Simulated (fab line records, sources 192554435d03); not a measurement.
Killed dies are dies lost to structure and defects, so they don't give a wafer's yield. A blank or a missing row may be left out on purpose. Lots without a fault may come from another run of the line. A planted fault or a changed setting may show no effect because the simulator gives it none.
Which tool did it? | flow n5_finfet | 14 lots, 42 wafers sampled, at 7 steps of a route of 1938

WHAT THE GAUGES READ, wafer by wafer
N5_BEOL_M1_THK_MEAS_01.
lot  | measured     | on            | M1_ILD_THK (nm)
L567 | day 6 04:04  | film_metro-02 | 79.1 79.7 79.6
L568 | day 6 07:36  | film_metro-02 | 78.8 78.2 79.8
L569 | day 6 20:20  | film_metro-02 | 78.0 79.2 79.4
L570 | day 7 03:03  | film_metro-02 | 78.2 78.2 79.5
L572 | day 7 13:57  | film_metro-01 | 79.1 79.5 79.2
L573 | day 7 23:02  | film_metro-02 | 79.3 79.6 80.0
L575 | day 8 06:36  | film_metro-02 | 78.4 79.1 80.2
L578 | day 9 06:53  | film_metro-01 | 78.4 78.8 80.1
L581 | day 9 16:06  | film_metro-02 | 78.6 79.9 80.9
L582 | day 10 00:02 | film_metro-02 | 76.0 78.5 77.4
L583 | day 10 06:55 | film_metro-02 | 77.8 78.4 78.6
L584 | day 10 15:57 | film_metro-02 | 78.3 79.8 79.0
L586 | day 11 14:28 | film_metro-02 | 78.7 77.9 78.8
L589 | day 11 18:22 | film_metro-02 | 77.7 77.4 78.4

N5_BEOL_M1_CD_MEAS_18: pitch 36 nm, target cd 18 nm.
lot  | measured     | on        | cd_nm (nm)
L567 | day 6 05:52  | cd_sem-01 | 17.83 17.59 17.99
L568 | day 6 09:11  | cd_sem-01 | 18.35 18.00 18.19
L569 | day 6 22:08  | cd_sem-02 | 18.29 17.65 17.70
L570 | day 7 05:27  | cd_sem-02 | 18.30 18.32 18.21
L572 | day 7 15:20  | cd_sem-01 | - - -
L573 | day 8 00:56  | cd_sem-03 | - - -
L575 | day 8 09:18  | cd_sem-02 | 18.08 18.29 18.04
L578 | day 9 08:25  | cd_sem-01 | 17.99 18.48 18.06
L581 | day 9 17:41  | cd_sem-02 | 18.32 18.29 18.00
L582 | day 10 02:09 | cd_sem-01 | 18.38 18.53 18.33
L583 | day 10 08:17 | cd_sem-03 | 17.76 17.76 17.79
L584 | day 10 17:34 | cd_sem-03 | 18.54 18.08 17.95
L586 | day 11 15:46 | cd_sem-03 | 18.10 17.95 17.79
L589 | day 11 21:19 | cd_sem-01 | 18.16 17.81 18.12

N5_BEOL_M4_RC_MEAS_101.
lot  | measured     | on        | DIBL_N (mV/V)  | DIBL_P (mV/V)  | IOFF_N (nA/um)    | IOFF_P (nA/um)    | ION_N (uA/um) | ION_P (uA/um) | SS_N (mV/dec)  | SS_P (mV/dec)  | VT_N (mV)         | VT_P (mV)
L567 | day 7 19:14  | prober-02 | 37.8 37.2 38.0 | 35.0 35.9 36.3 | 0.163 0.155 0.161 | 0.205 0.225 0.222 | 663 672 664   | 456 466 457   | 72.0 71.1 71.8 | 73.1 72.1 73.2 | 250.6 249.4 250.6 | -251.6 -249.4 -248.1
L568 | day 8 05:42  | prober-02 | 36.4 37.6 36.8 | 35.9 36.8 35.5 | 0.157 0.184 0.168 | 0.212 0.222 0.214 | 680 685 683   | 470 468 468   | 70.9 71.6 71.6 | 73.2 73.4 72.8 | 248.7 247.1 247.9 | -249.4 -247.8 -248.2
L569 | day 8 12:34  | prober-02 | 36.4 36.8 34.2 | 36.6 37.2 34.2 | 0.157 0.168 0.123 | 0.228 0.234 0.191 | 673 667 664   | 465 463 456   | 71.7 72.5 71.4 | 73.9 74.0 72.8 | 252.4 250.6 254.9 | -249.1 -248.0 -250.8
L570 | day 8 16:02  | prober-01 | 35.9 39.0 37.4 | 37.0 40.1 38.5 | 0.152 0.200 0.177 | 0.193 0.232 0.216 | 684 688 687   | 469 461 460   | 71.6 72.1 71.7 | 73.0 74.7 73.4 | 251.4 246.1 248.7 | -254.5 -250.3 -253.0
L575 | day 10 10:47 | prober-02 | 35.5 34.9 36.8 | 36.8 34.7 38.0 | 0.164 0.145 0.188 | 0.225 0.190 0.240 | 658 661 677   | 457 456 466   | 71.6 71.4 72.1 | 72.9 72.5 72.9 | 248.2 249.2 245.8 | -250.1 -251.2 -249.5
L578 | day 10 21:04 | prober-02 | 37.0 37.2 37.8 | 36.7 38.1 37.9 | 0.177 0.190 0.192 | 0.185 0.202 0.205 | 682 687 686   | 456 458 459   | 71.9 71.6 71.6 | 73.0 74.1 73.4 | 247.8 247.5 244.2 | -255.2 -252.1 -253.5
L581 | day 11 14:55 | prober-01 | 35.0 35.0 35.4 | 35.2 35.0 35.9 | 0.154 0.155 0.172 | 0.215 0.213 0.230 | 688 680 681   | 472 469 466   | 71.2 70.3 71.2 | 74.1 73.4 73.5 | 246.0 250.0 244.4 | -248.1 -248.0 -247.5
L582 | day 12 08:04 | prober-02 | 36.4 38.5 36.7 | 35.6 38.1 36.1 | 0.141 0.177 0.150 | 0.203 0.247 0.213 | 683 692 676   | 470 472 467   | 71.8 71.7 72.1 | 73.0 73.6 72.8 | 250.3 246.2 248.3 | -251.5 -246.2 -247.7
L583 | day 11 22:46 | prober-02 | 34.5 36.7 37.1 | 34.5 37.4 37.9 | 0.114 0.153 0.167 | 0.160 0.189 0.222 | 675 671 683   | 458 455 460   | 70.7 71.2 71.2 | 72.1 73.1 73.3 | 257.0 250.9 250.9 | -254.2 -253.6 -250.4
L584 | day 12 05:59 | prober-02 | 40.7 37.8 38.3 | 39.0 36.8 36.3 | 0.230 0.179 0.175 | 0.267 0.214 0.209 | 675 682 669   | 460 466 454   | 72.9 71.9 72.8 | 74.4 74.1 73.3 | 247.4 247.4 249.5 | -248.4 -249.9 -248.8
L586 | day 13 07:33 | prober-02 | 36.0 36.4 36.4 | 34.2 33.9 35.0 | 0.153 0.162 0.162 | 0.213 0.216 0.231 | 670 661 665   | 462 457 466   | 71.6 71.6 71.4 | 73.0 71.9 73.6 | 250.2 250.8 250.8 | -250.2 -246.2 -248.0
L589 | day 13 09:50 | prober-02 | 34.1 37.0 35.6 | 32.7 36.4 35.0 | 0.122 0.164 0.149 | 0.172 0.225 0.198 | 674 673 691   | 465 463 470   | 70.9 71.6 71.2 | 72.6 73.3 73.7 | 252.4 248.5 247.3 | -251.9 -248.6 -248.5

WHICH TOOL RAN EACH LOT (tool, then ch and the chambers of the sampled wafers, then the start)
lot  | N5_BEOL_M0_PRE_CLEAN_131         | N5_BEOL_M0_CO_CAP_123            | N5_BEOL_M1_ETCH_64                 | N5_BEOL_M1_HM_OPEN_17
L567 | cvd_co-01 ch 0,2, day 6 03:40    | cvd_co-01 ch 0,2, day 6 03:43    | rie_diel-05 ch 1,3, day 6 05:31    | rie_metal-02 ch 0,1, day 6 05:41
L568 | cvd_co-02 ch 0,1, day 6 07:14    | cvd_co-02 ch 0,1, day 6 07:17    | rie_diel-05 ch 0,3, day 6 08:50    | rie_metal-03 ch 1, day 6 09:01
L569 | cvd_co-01 ch 0,1,2, day 6 19:59  | cvd_co-01 ch 0,1,2, day 6 20:01  | rie_diel-05 ch 0,3, day 6 21:47    | rie_metal-01 ch 0,1, day 6 21:59
L570 | cvd_co-01 ch 1,2, day 7 02:41    | cvd_co-01 ch 1,2, day 7 02:44    | rie_diel-03 ch 0,1,2, day 7 04:56  | rie_metal-02 ch 0, day 7 05:07
L572 | cvd_co-01 ch 0,1, day 7 13:35    | cvd_co-01 ch 0,1, day 7 13:38    | rie_diel-05 ch 0,1,3, day 7 14:59  | rie_metal-03 ch 0,1, day 7 15:10
L573 | cvd_co-01 ch 0,1,2, day 7 22:43  | cvd_co-01 ch 0,1,2, day 7 22:46  | rie_diel-05 ch 0,3, day 8 00:35    | rie_metal-02 ch 0,1, day 8 00:47
L575 | cvd_co-02 ch 0,1, day 8 06:12    | cvd_co-02 ch 0,1, day 8 06:14    | rie_diel-01 ch 1,2,3, day 8 08:56  | rie_metal-03 ch 0,1, day 8 09:06
L578 | cvd_co-02 ch 0,1,2, day 9 06:32  | cvd_co-02 ch 0,1,2, day 9 06:34  | rie_diel-01 ch 0,3, day 9 08:04    | rie_metal-02 ch 0,1, day 9 08:14
L581 | cvd_co-02 ch 0,1, day 9 15:43    | cvd_co-02 ch 0,1, day 9 15:45    | rie_diel-03 ch 0,3, day 9 17:20    | rie_metal-02 ch 0,1, day 9 17:32
L582 | cvd_co-02 ch 0,1,2, day 9 23:41  | cvd_co-02 ch 0,1,2, day 9 23:44  | rie_diel-03 ch 0,1,3, day 10 01:48 | rie_metal-02 ch 0,1, day 10 01:58
L583 | cvd_co-01 ch 0,2, day 10 06:33   | cvd_co-01 ch 0,2, day 10 06:35   | rie_diel-05 ch 2,3, day 10 07:56   | rie_metal-01 ch 0,1, day 10 08:06
L584 | cvd_co-01 ch 1,2, day 10 15:36   | cvd_co-01 ch 1,2, day 10 15:38   | rie_diel-03 ch 2,3, day 10 17:07   | rie_metal-02 ch 1, day 10 17:17
L586 | cvd_co-01 ch 1,2, day 11 14:07   | cvd_co-01 ch 1,2, day 11 14:09   | rie_diel-01 ch 0,1, day 11 15:22   | rie_metal-02 ch 0,1, day 11 15:32
L589 | cvd_co-02 ch 0,1,2, day 11 18:01 | cvd_co-02 ch 0,1,2, day 11 18:03 | rie_diel-01 ch 1,2,3, day 11 20:53 | rie_metal-02 ch 0,1, day 11 21:03
- N5_BEOL_M0_PRE_CLEAN_131: time 15 s.
- N5_BEOL_M0_CO_CAP_123: material Co, precursor CCTBA/H2, target thk 2 nm, time 102.1 s.
- N5_BEOL_M1_ETCH_64: etches SOC in N2/H2, target depth 75 nm, overetch 15 nm, time 112.5 s.
- N5_BEOL_M1_HM_OPEN_17: chemistry Cl2/BCl3, target TiN, target depth 20 nm, overetch 6 nm.

WHAT THE TOOLS THEMSELVES READ (means of the sampled wafers that have a number; where no wafer has one, the mark that the record gives instead)
N5_BEOL_M0_PRE_CLEAN_131.
lot  | tool      | heater_power_w (W)
L567 | cvd_co-01 | 71
L568 | cvd_co-02 | 101
L569 | cvd_co-01 | 76
L570 | cvd_co-01 | 81
L572 | cvd_co-01 | 72
L573 | cvd_co-01 | 76
L575 | cvd_co-02 | 99
L578 | cvd_co-02 | 95
L581 | cvd_co-02 | 78
L582 | cvd_co-02 | 96
L583 | cvd_co-01 | 72
L584 | cvd_co-01 | 83
L586 | cvd_co-01 | 81
L589 | cvd_co-02 | 95

N5_BEOL_M0_CO_CAP_123.
lot  | tool      | heater_power_w (W)
L567 | cvd_co-01 | 220
L568 | cvd_co-02 | 250
L569 | cvd_co-01 | 226
L570 | cvd_co-01 | 231
L572 | cvd_co-01 | 217
L573 | cvd_co-01 | 229
L575 | cvd_co-02 | 256
L578 | cvd_co-02 | 250
L581 | cvd_co-02 | 232
L582 | cvd_co-02 | 253
L583 | cvd_co-01 | 221
L584 | cvd_co-01 | 228
L586 | cvd_co-01 | 232
L589 | cvd_co-02 | 245

N5_BEOL_M1_ETCH_64.
lot  | tool        | bias_w (W) | chamber_pressure_mTorr (mTorr) | drypump_motor_current_A (A) | h2_flow_sccm (sccm) | n2_flow_sccm (sccm) | oes_product_au (a.u.) | rf_vpp_V (V) | showerhead_plenum_p_Torr (Torr) | throttle_valve_pct (%)
L567 | rie_diel-05 | 150.3      | 30.000                         | 5.7                         | 199.5               | 200.4               | 0.62                  | 524.7        | 2.54                            | 18.12
L568 | rie_diel-05 | 150.0      | 29.988                         | 5.5                         | 199.7               | 200.3               | 0.59                  | 524.3        | 2.52                            | 18.13
L569 | rie_diel-05 | 149.7      | 30.003                         | 5.6                         | 199.7               | 199.7               | 0.57                  | 523.2        | 2.52                            | 18.12
L570 | rie_diel-03 | 150.2      | 30.002                         | 5.9                         | 200.9               | 200.6               | 0.61                  | 524.8        | 2.55                            | 17.72
L572 | rie_diel-05 | -          | -                              | -                           | -                   | -                   | -                     | -            | -                               | -
L573 | rie_diel-05 | -          | -                              | -                           | -                   | -                   | -                     | -            | -                               | -
L575 | rie_diel-01 | 149.9      | 29.993                         | 5.5                         | 199.9               | 199.9               | 0.62                  | 523.4        | 2.55                            | 17.68
L578 | rie_diel-01 | 150.1      | 29.983                         | 5.5                         | 199.8               | 199.9               | 0.66                  | 524.7        | 2.57                            | 17.73
L581 | rie_diel-03 | 150.0      | 30.011                         | 6.2                         | 200.3               | 200.7               | 0.67                  | 523.9        | 2.55                            | 17.58
L582 | rie_diel-03 | 150.0      | 29.997                         | 6.2                         | 200.2               | 200.6               | 0.64                  | 524.8        | 2.56                            | 17.67
L583 | rie_diel-05 | 149.8      | 30.012                         | 5.1                         | 200.0               | 200.2               | 0.65                  | 524.2        | 2.57                            | 17.49
L584 | rie_diel-03 | 150.1      | 30.003                         | 6.0                         | 200.0               | 200.6               | 0.65                  | 524.8        | 2.57                            | 17.72
L586 | rie_diel-01 | 149.4      | 29.974                         | 5.7                         | 199.5               | 200.4               | 0.63                  | 524.4        | 2.56                            | 17.79
L589 | rie_diel-01 | 150.0      | 29.998                         | 5.5                         | 199.8               | 199.9               | 0.67                  | 524.0        | 2.54                            | 17.57

N5_BEOL_M1_HM_OPEN_17.
lot  | tool         | drypump_motor_current_A (A) | oes_product_au (a.u.) | throttle_valve_pct (%)
L567 | rie_metal-02 | 5.92                        | 0.59                  | 22.34
L568 | rie_metal-03 | 6.14                        | 0.73                  | 22.00
L569 | rie_metal-01 | 5.94                        | 0.59                  | 22.18
L570 | rie_metal-02 | 6.10                        | 0.52                  | 22.64
L572 | rie_metal-03 | 5.89                        | 0.25                  | 23.12
L573 | rie_metal-02 | 6.02                        | 0.24                  | 23.14
L575 | rie_metal-03 | 5.89                        | 0.58                  | 22.46
L578 | rie_metal-02 | 5.98                        | 0.56                  | 22.49
L581 | rie_metal-02 | 5.91                        | 0.59                  | 22.35
L582 | rie_metal-02 | 5.92                        | 0.59                  | 22.35
L583 | rie_metal-01 | 6.19                        | 0.61                  | 22.21
L584 | rie_metal-02 | 5.81                        | 0.62                  | 22.21
L586 | rie_metal-02 | 5.98                        | 0.77                  | 22.29
L589 | rie_metal-02 | 5.99                        | 0.75                  | 22.29

THE ANSWER, worked out from the rows above alone
Rule: what is usual is taken from the lots themselves. Put in order of their means at a reading, lots are off if they are a third of the lots or fewer, leave a main group of 4 or more, and stand apart from it by a gap of 3 or more times the standard deviation of the main group's means; of several such gaps the widest counts. A main group whose means are all the same, to the digits that the tables above print for the reading, isn't used. A lot without any number at a reading at which 4 lots or more have one is off too. The other lots that the step has rows for count as sound. The gauges are gone through in route order, then the tools' own readings, and for those a lot's mean is taken as printed above. The first step at which some lot is off is used, and at that step the reading that is off furthest; a lot without a number counts as furthest.
Off: L572, L573, at N5_BEOL_M1_CD_MEAS_18 (cd_nm). Without a number there: L572, L573. The main group: mean 18.08 nm, standard deviation 0.19.
A tool fits if, at a process step before that reading, it ran every lot that is off, and no sound lot after the first of them. The gauges at N5_BEOL_M1_CD_MEAS_18 aren't tried: what is off there is off at N5_BEOL_M1_ETCH_64 too, on other tools, and a gauge's error can't cause that. None of those tried fits.

WHAT THE SIMULATOR HAD PUT IN
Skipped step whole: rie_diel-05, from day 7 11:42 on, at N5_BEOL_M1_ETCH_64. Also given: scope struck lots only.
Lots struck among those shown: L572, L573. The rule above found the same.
